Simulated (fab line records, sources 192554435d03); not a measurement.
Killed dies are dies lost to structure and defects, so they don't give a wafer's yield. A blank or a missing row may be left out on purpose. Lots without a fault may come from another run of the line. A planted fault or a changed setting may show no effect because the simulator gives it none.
fab line records | flow n5_finfet
record lots=11 wafers=33 last_day=18
route steps=1938 shown BEOL_M12@1647 BEOL_M13@1665 PASSIVATION@1936
lots that met no fault: from a run of the same line without faults
start_h: hours from the record's first day to the start of the lot's first wafer shown | wait_h: hours since the lot's step before | " the same as in the row above | L1.1+2: a row that stands for several wafers | - no value, or no start given | * or withheld: withheld | < > ~ a bound
route shown NAME@n: a module of which the file shows steps, and the number in the route of the first | usual: mean/standard deviation of fault-free wafers | same: alike in all rows | chamber/n: place in a boat | sites: the reading at each site | _std_site: their standard deviation | _edge_site: outer sites' mean less inner sites' | radius_mm: how far each site lies from the wafer's centre | mask NAME#n: copy n | behind: the tool/chamber that last shaped the wafer | hold: why the lot was held/for how many hours/how that ended | device: the transistor (n, p or np) that didn't switch | end of line: the same wafers' tests at the end of the route | a step without rows: its recipe alone | killed: dies lost to structure and defects at the first sort, not the wafer's yield | map: a wafer's dies, x killed, . not, _ none there
set.NAME: the setting as run; set.NAME@STEP: as run at that earlier step | model.NAME: the simulator's own value behind a step, which no gauge read
steps of the route over a sample of lots; a table a step, a row a wafer
services: from which hour (start_h, from the record's first day; less than 0 if before it) a tool's chamber was out of use, for how many hours, and why
## steps
# step N5_BEOL_M12_PRE_CLEAN_42
# recipe gas=H2/He time_s=30 temp_c=250
# usual heater_power_w=328/36
# same time_s=30
# columns lot.wafer tool chamber start_h wait_h heater_power_w
L924.3 pvd_sputter-01 - 224.55 0.0 238
L924.5 " - " " 322
L924.6 " - " " 241
L925.2 pvd_sputter-03 - 238.90 0.0 340
L925.5 " - " " 349
L925.6 " - " " 348
L927.2 pvd_sputter-03 - 247.35 0.0 352
L927.3 " - " " 344
L927.4 " - " " 303
L929.1 pvd_sputter-02 - 262.96 0.0 378
L929.4 " - " " 386
L929.6 " - " " 369
L930.1 pvd_sputter-02 - 279.50 0.0 369
L930.2 " - " " 366
L930.3 " - " " 325
L939.1 pvd_sputter-01 - 323.66 0.0 331
L939.3 " - " " 232
L939.4 " - " " 318
L941.3 pvd_sputter-03 - 338.74 0.0 355
L941.4 " - " " 310
L941.6 " - " " 341
L943.1 pvd_sputter-02 - 348.45 0.0 336
L943.4 " - " " 375
L943.6 " - " " 331
L940.2 pvd_sputter-02 - 348.77 0.0 376
L940.3 " - " " 334
L940.5 " - " " 378
L942.2 pvd_sputter-03 - 355.31 0.0 350
L942.4 " - " " 316
L942.6 " - " " 342
L946.2 pvd_sputter-03 - 374.73 0.0 360
L946.3 " - " " 352
L946.5 " - " " 350
# step N5_BEOL_M12_SPUTTER_45
# recipe material=Cu target_thk_a=800 temp_c=-20 bias_v=60 power_w=26000 chamber_pressure_pa=0.13 time_s=13.33
# usual bias_v=60.0/0.58 chuck_sensor_temp_C=-15.8/0.43 substrate_temp_c=-20.00/0.11 throttle_valve_pct=30.2/1.3
# same time_s=13.33
# columns lot.wafer tool chamber start_h wait_h bias_v chuck_sensor_temp_C substrate_temp_c throttle_valve_pct
L924.3 pvd_sputter-01 - 224.75 0.0 59.9 -15.7 -20.06 30.9
L924.5 " - " " 60.3 -15.6 -19.73 28.5
L924.6 " - " " 60.1 -15.7 -20.16 30.6
L925.2 pvd_sputter-03 - 239.10 0.0 60.5 -15.5 -19.81 30.9
L925.5 " - " " 60.8 -15.6 -19.70 30.7
L925.6 " - " " 60.2 -16.1 -20.02 31.5
L927.2 pvd_sputter-03 - 247.55 0.0 60.0 -16.2 -20.16 31.3
L927.3 " - " " 60.6 -15.4 -19.85 31.0
L927.4 " - " " 60.8 -16.3 -20.16 31.9
L929.1 pvd_sputter-02 - 263.16 0.0 59.8 -15.3 -19.95 28.9
L929.4 " - " " 60.1 -16.3 -19.93 30.3
L929.6 " - " " 59.8 -16.3 -19.98 30.2
L930.1 pvd_sputter-02 - 279.70 0.0 59.4 -15.3 -20.02 29.1
L930.2 " - " " 60.0 -16.4 -19.91 30.1
L930.3 " - " " 59.1 -15.4 -20.16 30.7
L939.1 pvd_sputter-01 - 323.86 0.0 60.6 -15.5 -20.10 28.6
L939.3 " - " " 60.5 -15.7 -20.08 30.6
L939.4 " - " " 59.3 -15.0 -20.02 29.0
L941.3 pvd_sputter-03 - 338.94 0.0 60.5 -16.4 -20.11 31.4
L941.4 " - " " 59.2 -16.1 -20.06 31.7
L941.6 " - " " 60.5 -15.8 -20.08 31.4
L943.1 pvd_sputter-02 - 348.65 0.0 60.3 -15.5 -20.08 30.4
L943.4 " - " " 59.5 -16.5 -19.97 30.0
L943.6 " - " " 60.1 -15.4 -20.04 30.5
L940.2 pvd_sputter-02 - 348.97 0.0 59.5 -15.2 -20.09 29.3
L940.3 " - " " 59.9 -15.4 -20.00 30.6
L940.5 " - " " 60.5 -16.5 -19.98 30.1
L942.2 pvd_sputter-03 - 355.51 0.0 60.6 -16.2 -19.97 31.2
L942.4 " - " " 59.4 -16.1 -20.02 31.6
L942.6 " - " " 60.4 -16.1 -19.95 31.3
L946.2 pvd_sputter-03 - 374.93 0.0 60.2 -15.4 -20.06 31.0
L946.3 " - " " 60.6 -16.2 -20.04 31.5
L946.5 " - " " 60.3 -16.2 -19.98 31.3
# step N5_BEOL_M12_THK_MEAS_50
# recipe thk_meas_gauge=xrf reads=Cu_of_BEOL_M12_ECD_47
# usual M12_THK=317/5.7
# columns lot.wafer tool chamber start_h wait_h M12_THK[nm]
L924.3 film_metro-01 - 225.63 - 315
L924.5 " - " " 317
L924.6 " - " " 304
L925.2 film_metro-01 - 239.97 - 327
L925.5 " - " " 321
L925.6 " - " " 318
L927.2 film_metro-01 - 248.67 - 316
L927.3 " - " " 317
L927.4 " - " " 306
L929.1 film_metro-01 - 264.19 - 316
L929.4 " - " " 319
L929.6 " - " " 319
L930.1 film_metro-02 - 281.51 - 328
L930.2 " - " " 325
L930.3 " - " " 319
L939.1 film_metro-01 - 324.72 - 322
L939.3 " - " " 328
L939.4 " - " " 319
L941.3 film_metro-02 - 339.80 - 317
L941.4 " - " " 319
L941.6 " - " " 317
L943.1 film_metro-01 - 349.51 - 313
L943.4 " - " " 316
L943.6 " - " " 316
L940.2 film_metro-02 - 349.92 - 316
L940.3 " - " " 321
L940.5 " - " " 311
L942.2 film_metro-02 - 356.37 - 319
L942.4 " - " " 315
L942.6 " - " " 314
L946.2 film_metro-02 - 375.79 - 314
L946.3 " - " " 310
L946.5 " - " " 312
# step N5_BEOL_M13_EXPOSE_07
# recipe mask_id=V12 na=0.93 source_shape=conventional sigma_outer=0.6 polarization=unpolarized attpsm_phase_deg=180 dose_mj=24.8
# usual exposure_dose_mJ_cm2=24.778/0.025
# columns lot.wafer tool chamber start_h wait_h mask exposure_dose_mJ_cm2
L924.3 krf_scanner-02 0 226.14 - V12#0 24.777
L924.5 " 0 " " V12#0 24.772
L924.6 " 0 " " V12#0 24.776
L925.2 krf_scanner-01 0 240.54 - V12#0 24.774
L925.5 " 0 " " V12#0 24.778
L925.6 " 0 " " V12#0 24.790
L927.2 krf_scanner-02 0 249.27 - V12#0 24.771
L927.3 " 0 " " V12#0 24.805
L927.4 " 0 " " V12#0 24.783
L929.1 krf_scanner-02 0 264.66 - V12#0 24.754
L929.4 " 0 " " V12#0 24.821
L929.6 " 0 " " V12#0 24.773
L930.1 krf_scanner-02 0 282.10 - V12#0 21.161
L930.2 " 0 " " V12#0 21.158
L930.3 " 0 " " V12#0 21.141
L939.1 krf_scanner-01 0 325.22 - V12#0 24.811
L939.3 " 0 " " V12#0 24.796
L939.4 " 0 " " V12#0 24.748
L941.3 krf_scanner-01 0 340.28 - V12#0 24.745
L941.4 " 0 " " V12#0 24.727
L941.6 " 0 " " V12#0 24.694
L943.1 krf_scanner-01 0 349.98 - V12#0 24.773
L943.4 " 0 " " V12#0 24.763
L943.6 " 0 " " V12#0 24.781
L940.2 krf_scanner-01 0 350.40 - V12#0 24.828
L940.3 " 0 " " V12#0 24.796
L940.5 " 0 " " V12#0 24.773
L942.2 krf_scanner-01 0 356.84 - V12#0 24.771
L942.4 " 0 " " V12#0 24.731
L942.6 " 0 " " V12#0 24.756
L946.2 krf_scanner-01 0 376.26 - V12#0 24.797
L946.3 " 0 " " V12#0 24.793
L946.5 " 0 " " V12#0 24.823
# step N5_BEOL_M13_CD_MEAS_10
# recipe target_cd_nm=190 landing_energy_ev=500 detector=se_inlens polarity=opening
# usual cd_nm=189.8/1.6
# same landing_energy_ev=500
# columns lot.wafer tool chamber start_h wait_h cd_nm
L924.3 cd_sem-02 0 226.30 - 189.3
L924.5 " 0 " " 188.8
L924.6 " 0 " " 190.2
L925.2 cd_sem-03 0 240.71 - 192.1
L925.5 " 0 " " 193.1
L925.6 " 0 " " 190.4
L927.2 cd_sem-02 0 249.44 - 191.2
L927.3 " 0 " " 190.1
L927.4 " 0 " " 191.2
L929.1 cd_sem-01 0 264.84 - 187.0
L929.4 " 0 " " 187.0
L929.6 " 0 " " 188.6
L930.1 cd_sem-01 0 282.28 - 173.8
L930.2 " 0 " " 173.7
L930.3 " 0 " " 173.7
L939.1 cd_sem-02 0 325.39 - 188.8
L939.3 " 0 " " 190.4
L939.4 " 0 " " 192.2
L941.3 cd_sem-02 0 340.44 - 190.6
L941.4 " 0 " " 191.2
L941.6 " 0 " " 190.1
L943.1 cd_sem-03 0 350.15 - 189.9
L943.4 " 0 " " 189.4
L943.6 " 0 " " 190.9
L940.2 cd_sem-01 0 350.57 - 190.5
L940.3 " 0 " " 189.9
L940.5 " 0 " " 190.1
L942.2 cd_sem-02 0 357.01 - 190.6
L942.4 " 0 " " 192.2
L942.6 " 0 " " 193.2
L946.2 cd_sem-02 0 376.43 - 194.0
L946.3 " 0 " " 192.2
L946.5 " 0 " " 190.3
# step N5_PASSIVATION_PROBE_49
# usual defect_limited_yield=91.2/1.6 killed_at_M0_to_M3=34/11 killed_at_M4_up=13/5.2 killed_at_contacts=13/6.3 killed_at_front_end=40/14 killed_at_other=3.2/2.4 killed_dies=104/19 killed_open=69/14 killed_short=32/7.5 sort_bin_4_leakage=0.00/0.04 sort_bin_5_function=5.3/1.1 sort_bin_6_memory=3.2/0.73 sort_bin_8_speed=0.01/0.038 sort_n_pass=1076/19
# same gross_dies=1180 killed_at_back_side=0
# columns lot.wafer tool chamber start_h wait_h defect_limited_yield[%] killed_at_M0_to_M3 killed_at_M4_up killed_at_contacts killed_at_front_end killed_at_other killed_dies killed_open killed_short sort_bin_4_leakage[%] sort_bin_5_function[%] sort_bin_6_memory[%] sort_bin_8_speed[%] sort_n_pass
L929.1 prober-02 - 292.63 0.0 90.6 38 7 9 49 8 111 74 36 0 5.7 3.3 0 1069
L929.4 prober-02 - 292.78 0.2 91.3 30 9 6 56 2 103 75 28 0 5.4 2.8 0 1077
L929.6 prober-02 - 292.88 0.3 91.6 29 20 2 47 1 99 69 23 0 4.7 3.5 0 1081
L930.1 prober-01 - 314.94 0.0 90.3 41 12 12 38 12 115 70 32 0 5.9 3.1 0.08 1064
L930.2 prober-01 - 314.99 0.1 93.2 27 15 13 22 3 80 50 25 0 4.0 2.5 0 1100
L930.3 prober-01 - 315.04 0.1 91.2 40 14 17 28 5 104 65 36 0 5.3 3.1 0 1076
# killed by level:class
L929.1 FIN_SAQP:geometric_particle:open=17 BEOL_M1:geometric_particle:open=9 BEOL_M3:geometric_particle:open=8 FIN_SAQP:geometric_particle:short=7 MOL_CONTACT_COAG:geometric_particle:open=6 STI_FIN_REVEAL:geometric_particle:open=5 BEOL_M0_SAQP:geometric_particle:short=5 BEOL_M0:geometric_particle:open=5
L929.4 FIN_SAQP:geometric_particle:open=13 FIN_SAQP:geometric_particle:short=10 STI_FIN_REVEAL:geometric_particle:open=9 BEOL_M1:geometric_particle:open=9 BEOL_M3:geometric_particle:open=7 BEOL_M0_SAQP:geometric_particle:open=7 MOL_CONTACT_COAG:geometric_particle:open=4 BEOL_M5:geometric_particle:open=4
L929.6 STI_FIN_REVEAL:geometric_particle:open=12 BEOL_M3:geometric_particle:open=10 FIN_SAQP:geometric_particle:open=9 FIN_SAQP:geometric_particle:short=7 STARTING-WAFER:geometric_particle:open=7 BEOL_M1:geometric_particle:open=6 BEOL_M2:geometric_particle:open=5 DUMMY_GATE:geometric_particle:open=3
L930.1 STI_FIN_REVEAL:geometric_particle:open=10 MOL_CONTACT_COAG:geometric_particle:open=10 BEOL_M0_SAQP:geometric_particle:open=9 BEOL_M3:geometric_particle:open=9 BEOL_M2:geometric_particle:open=8 FIN_SAQP:geometric_particle:open=6 HKMG_FIN:area_etch=6 BEOL_M0_SAQP:geometric_particle:short=5
L930.2 MOL_CONTACT_COAG:geometric_particle:open=10 BEOL_M2:geometric_particle:open=9 FIN_SAQP:geometric_particle:open=7 BEOL_M4:geometric_particle:short=6 BEOL_M0_SAQP:geometric_particle:open=4 DUMMY_GATE:geometric_particle:open=3 GATE_CUT:geometric_particle:open=3 MOL_CONTACT_COAG:geometric_particle:short=3
L930.3 MOL_CONTACT_COAG:geometric_particle:open=14 BEOL_M0_SAQP:geometric_particle:short=13 STI_FIN_REVEAL:geometric_particle:open=8 BEOL_M2:geometric_particle:open=7 BEOL_M0_SAQP:geometric_particle:open=6 BEOL_M3:geometric_particle:open=5 BEOL_M5:geometric_particle:open=5 GATE_CUT:geometric_particle:short=4
## services
# columns tool chamber start_h hours kind
krf_scanner-02 - 203.51 0.8 pm
krf_scanner-01 - 204.26 1.3 pm
krf_scanner-01 - 205.56 0.8 pm
krf_scanner-02 - 206.31 1.3 pm
krf_scanner-02 - 207.61 1.0 pm
krf_scanner-01 - 211.55 7.2 pm
krf_scanner-02 - 254.55 0.4 repair
krf_scanner-02 - 265.45 2.7 repair
krf_scanner-01 0 268.05 - calibration
krf_scanner-01 - 275.63 1.0 pm
krf_scanner-02 0 323.56 - calibration
krf_scanner-02 - 326.83 0.8 pm
krf_scanner-02 - 338.83 0.4 repair
krf_scanner-01 - 346.93 1.9 repair
krf_scanner-01 - 355.21 0.8 pm
krf_scanner-01 - 357.44 1.3 pm
krf_scanner-02 - 374.84 1.0 pm
## key
first_sign step=N5_BEOL_M13_EXPOSE_07 reading=exposure_dose_mJ_cm2 direction=down sigmas=99+ usual=24.778 struck=21.153
effect step=N5_BEOL_M13_CD_MEAS_10 reading=cd_nm direction=down sigmas=10 usual=189.8 struck=173.8
met_at N5_BEOL_M13_EXPOSE_07
struck_lots L930
not_acting_at N5_BEOL_M12_PRE_CLEAN_42,N5_BEOL_M12_SPUTTER_45,N5_BEOL_M12_THK_MEAS_50
onset_between 264.66 282.10
fault kind=process_parameter_drift tool=krf_scanner-02 chamber=- onset_h=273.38 steps=N5_BEOL_M13_EXPOSE_07 channel=dose_mj offset=-3.6246 shape=step acts_in=these_recipes_only stated=24.8
